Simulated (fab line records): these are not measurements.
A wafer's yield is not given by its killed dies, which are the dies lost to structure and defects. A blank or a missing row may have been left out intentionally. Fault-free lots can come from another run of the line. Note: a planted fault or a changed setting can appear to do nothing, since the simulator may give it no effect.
Comparing a struck lot with a sound one    flow n5Finfet    36 steps out of a route of 1938
Sound: these wafers, L965.1, L965.2, L965.4. The struck wafers were L985.2, L985.4, L985.6. At the end, the cause is stated.
Each step with rows lists, per side, the tool, then ch with its chambers, then its first start. Under that, the readings that differ: sound wafers    struck wafers    difference of the means    sigmas: that difference in standard deviations of wafers without a fault.
alike: readings whose means differ by less than 2 such deviations, and words and numbers that are the same on both sides. not compared: withheld readings, readings that some wafer has no value for, bounds like >300 that may hide the same value, and numbers for which the record gives no deviation and whose values overlap.
Wherever a step has rows on one side only, a row that says differs or no value, or a row with sigmas, the two part there. Numbers that have no deviation but don't overlap get no sigmas and don't part them. Lack of a reading on every wafer of one side parts them only where that side has two or more wafers.

first, 9 steps without rows for these wafers: N5_BEOL_M4_ANNEAL_95 (time 240 s); N5_BEOL_M4_SPUTTER_96 (material Cu, target thk 4.5 nm, time 8.29 s); N5_BEOL_M4_ECD_50 (material Cu, target thk 300 nm); N5_BEOL_M4_ANNEAL_51 (time 90 s); N5_BEOL_M4_CMP_52 (polishes, stops on SiOC, t overpolish 6.8 s, target thk 40 nm); N5_BEOL_M4_PRE_CLEAN_60 (time 15 s); N5_BEOL_M4_CO_CAP_55 (material Co, precursor CCTBA/H2, target thk 2 nm, time 102.1 s); N5_BEOL_M4_PRE_CLEAN_56 (time 15 s); N5_BEOL_M4_DEP_57 (deposits SiCN from 3MS/NH3, target thk 8 nm, time 14 s).
N5_BEOL_M4_RC_MEAS_101:
  sound on prober-02 ch 0, day 8 09:25; struck on prober-02 ch 0, day 14 05:16
  alike: DIBL_N, DIBL_P, IOFF_N, IOFF_P, ION_N, ION_P, SS_N, SS_P, VT_N, VT_P
then, 24 steps without rows for these wafers: N5_BEOL_M5_ILD_DEP_00 (deposits SiCOH lowk from DEMS/porogen, target thk 140.64 nm, time 25.9 s); N5_BEOL_M5_CURE_79 (cures SiCOH lowk, time 240 s); N5_BEOL_M5_PECVD_70 (deposits SiO2 from TEOS/O2, target thk 16 nm, time 18 s); N5_BEOL_M5_HM_DEP_02 (deposits TiN, target thk 20 nm); N5_BEOL_M5_COAT_59 (time 60 s, resist thk 60 nm); N5_BEOL_M5_COAT_60 (time 60 s, resist thk 12 nm); N5_BEOL_M5_COAT_71 (time 60 s, resist thk 5 nm); N5_BEOL_M5_COAT_05 (resist thk 30 nm); N5_BEOL_M5_EBR_07; N5_BEOL_M5_SOFTBAKE_06 (time 60 s); N5_BEOL_M5_EXPOSE_08 (exposes mask M5, target cd 28 nm); N5_BEOL_M5_PEB_09 (peb time 60 s); N5_BEOL_M5_DEVELOP_10 (develop time 30 s); N5_BEOL_M5_DESCUM_16 (chemistry O2, time 7 s); N5_BEOL_M5_ETCH_72 (etches underlayer in N2/H2, target depth 6.5 nm, time 5.2 s); N5_BEOL_M5_ETCH_61 (etches SiARC in CF4, target depth 15.6 nm, time 26 s); N5_BEOL_M5_ETCH_62 (etches SOC in N2/H2, target depth 75 nm, overetch 15 nm, time 112.5 s); N5_BEOL_M5_STRIP_63 (strips in N2/H2); N5_BEOL_M5_STRIP_73 (strips in N2/H2); N5_BEOL_M5_STRIP_64 (strips in CF4); N5_BEOL_M5_HM_OPEN_17 (chemistry Cl2/BCl3, target TiN, target depth 20 nm, overetch 6 nm); N5_BEOL_M5_STRIP_19 (strips in O2); N5_BEOL_M5_COAT_65 (time 60 s, resist thk 60 nm); N5_BEOL_M5_COAT_66 (time 60 s, resist thk 12 nm).
-- a jump in the record: the struck wafers' starts before and after are 2 days apart (it breaks off in module BEOL_M5 and resumes in module BEOL_M10, where the first step shown is number 1533 of the route) --
N5_BEOL_M10_DEP_56: deposits SiCN from 3MS/NH3, target thk 15 nm, time 26.5 s.
  sound on pecvd-04 ch 0,1, day 11 00:33; struck on pecvd-04 ch 1, day 16 15:02
  no value came back on the struck wafers for chamberPressureTorr (Torr), rfFwdPowerW (W), showerheadPlenumPTorr (Torr), throttleValvePct (%); on the sound wafers chamberPressureTorr (Torr) reads 2.988 2.993 2.992
N5_PASSIVATION_PROBE_49:
  only the struck wafers here have rows in the record (prober-02, day 18 10:49); the sound ones have none

## WHERE THEY PART
Last at N5_PASSIVATION_PROBE_49 as far as this record goes, first at N5_BEOL_M10_DEP_56.

WHY: what had been put in by the simulator
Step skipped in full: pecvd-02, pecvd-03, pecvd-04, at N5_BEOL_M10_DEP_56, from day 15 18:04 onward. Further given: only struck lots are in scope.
